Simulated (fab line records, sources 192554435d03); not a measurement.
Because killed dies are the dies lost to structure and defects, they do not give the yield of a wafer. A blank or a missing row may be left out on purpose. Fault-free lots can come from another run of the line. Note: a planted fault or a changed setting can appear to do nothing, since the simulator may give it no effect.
Chamber matching / flow n5 finfet / 3 sister chambers for N5_BEOL_M7_CURE_74 on uv cure-01
The step cures SiCOH lowk, time 240 s. 27 wafers are shown with their chamber, then 12 later ones without.

WAFERS WITH THEIR CHAMBER
wafer=L075.1; chamber=1; lamp power pct (%)=52.33; wafer_temp_C_max=387.7
wafer=L075.2; chamber=1; lamp power pct (%)=52.30; wafer_temp_C_max=386.6
wafer=L075.5; chamber=1; lamp power pct (%)=52.34; wafer_temp_C_max=386.8
wafer=L075.3; chamber=1; lamp power pct (%)=52.27; wafer_temp_C_max=386.8
wafer=L075.4; chamber=1; lamp power pct (%)=52.31; wafer_temp_C_max=387.2
wafer=L075.6; chamber=1; lamp power pct (%)=52.34; wafer_temp_C_max=386.4
wafer=L076.2; chamber=1; lamp power pct (%)=52.26; wafer_temp_C_max=386.5
wafer=L076.3; chamber=1; lamp power pct (%)=52.30; wafer_temp_C_max=386.4
wafer=L076.5; chamber=1; lamp power pct (%)=52.37; wafer_temp_C_max=386.2
wafer=L079.2; chamber=1; lamp power pct (%)=52.33; wafer_temp_C_max=386.7
wafer=L079.3; chamber=1; lamp power pct (%)=52.37; wafer_temp_C_max=387.5
wafer=L079.6; chamber=1; lamp power pct (%)=52.35; wafer_temp_C_max=386.6
wafer=L078.1; chamber=2; lamp power pct (%)=52.31; wafer_temp_C_max=386.9
wafer=L078.2; chamber=2; lamp power pct (%)=52.28; wafer_temp_C_max=386.5
wafer=L078.6; chamber=2; lamp power pct (%)=52.28; wafer_temp_C_max=386.0
wafer=L081.2; chamber=0; lamp power pct (%)=52.31; wafer_temp_C_max=386.3
wafer=L081.5; chamber=0; lamp power pct (%)=52.29; wafer_temp_C_max=386.6
wafer=L081.6; chamber=0; lamp power pct (%)=52.25; wafer_temp_C_max=386.7
wafer=L082.1; chamber=1; lamp power pct (%)=52.27; wafer_temp_C_max=386.4
wafer=L082.3; chamber=1; lamp power pct (%)=52.33; wafer_temp_C_max=386.4
wafer=L082.4; chamber=1; lamp power pct (%)=52.25; wafer_temp_C_max=386.2
wafer=L082.2; chamber=1; lamp power pct (%)=52.20; wafer_temp_C_max=386.7
wafer=L082.5; chamber=1; lamp power pct (%)=52.27; wafer_temp_C_max=386.6
wafer=L082.6; chamber=1; lamp power pct (%)=52.28; wafer_temp_C_max=386.9
wafer=L088.1; chamber=1; lamp power pct (%)=52.31; wafer_temp_C_max=386.4
wafer=L088.5; chamber=1; lamp power pct (%)=52.35; wafer_temp_C_max=386.3
wafer=L088.6; chamber=1; lamp power pct (%)=52.39; wafer_temp_C_max=386.6

SIGNATURES (averages over the wafers above)
reading=lamp power pct; chamber 0=52.2833; chamber 1=52.3105; chamber 2=52.2900; scatter within a chamber=0.044
reading=wafer_temp_C_max; chamber 0=386.533; chamber 1=386.662; chamber 2=386.467; scatter within a chamber=0.387
Rule: a wafer lies at a distance from a chamber equal to the root of the sum of squares, over the readings, of (its reading less the chamber's mean, divided by the reading's scatter). The wafer belongs to the nearest chamber; if the next one is less than 2 further off, it can't be placed. How the scatter is found: for the shown wafers, subtract from each reading the mean of its chamber, square and add these, divide the total by (wafers less chambers), then take the root.

WAFERS WITH NO CHAMBER GIVEN
wafer=L090.2; lamp power pct (%)=52.24; wafer_temp_C_max=386.4
wafer=L090.4; lamp power pct (%)=52.30; wafer_temp_C_max=386.0
wafer=L090.5; lamp power pct (%)=52.32; wafer_temp_C_max=386.4
wafer=L093.1; lamp power pct (%)=52.34; wafer_temp_C_max=386.5
wafer=L093.3; lamp power pct (%)=52.21; wafer_temp_C_max=386.8
wafer=L093.4; lamp power pct (%)=52.33; wafer_temp_C_max=386.1
wafer=L094.2; lamp power pct (%)=52.36; wafer_temp_C_max=386.8
wafer=L094.3; lamp power pct (%)=52.35; wafer_temp_C_max=386.5
wafer=L094.5; lamp power pct (%)=52.23; wafer_temp_C_max=386.8
wafer=L095.4; lamp power pct (%)=52.36; wafer_temp_C_max=386.1
wafer=L095.5; lamp power pct (%)=52.31; wafer_temp_C_max=386.1
wafer=L095.6; lamp power pct (%)=52.20; wafer_temp_C_max=386.7

WHICH CHAMBER EACH ONE RAN IN
wafer=L090.2; from the rows above=can't be placed: 0 or 2 or 1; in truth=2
wafer=L090.4; from the rows above=can't be placed: 2 or 0 or 1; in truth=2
wafer=L090.5; from the rows above=can't be placed: 2 or 1 or 0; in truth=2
wafer=L093.1; from the rows above=can't be placed: 1 or 2 or 0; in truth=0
wafer=L093.3; from the rows above=can't be placed: 0 or 2 or 1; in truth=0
wafer=L093.4; from the rows above=can't be placed: 2 or 1 or 0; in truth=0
wafer=L094.2; from the rows above=can't be placed: 1 or 2 or 0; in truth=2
wafer=L094.3; from the rows above=can't be placed: 1 or 2 or 0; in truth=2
wafer=L094.5; from the rows above=can't be placed: 0 or 2 or 1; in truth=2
wafer=L095.4; from the rows above=can't be placed: 1 or 2 or 0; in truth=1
wafer=L095.5; from the rows above=can't be placed: 2 or 0 or 1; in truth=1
wafer=L095.6; from the rows above=can't be placed: 0 or 2 or 1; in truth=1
0 of 12 placed correctly. From these rows, 12 cannot be placed; in 12 the true chamber is one of the candidates. Wrongly placed: 0.
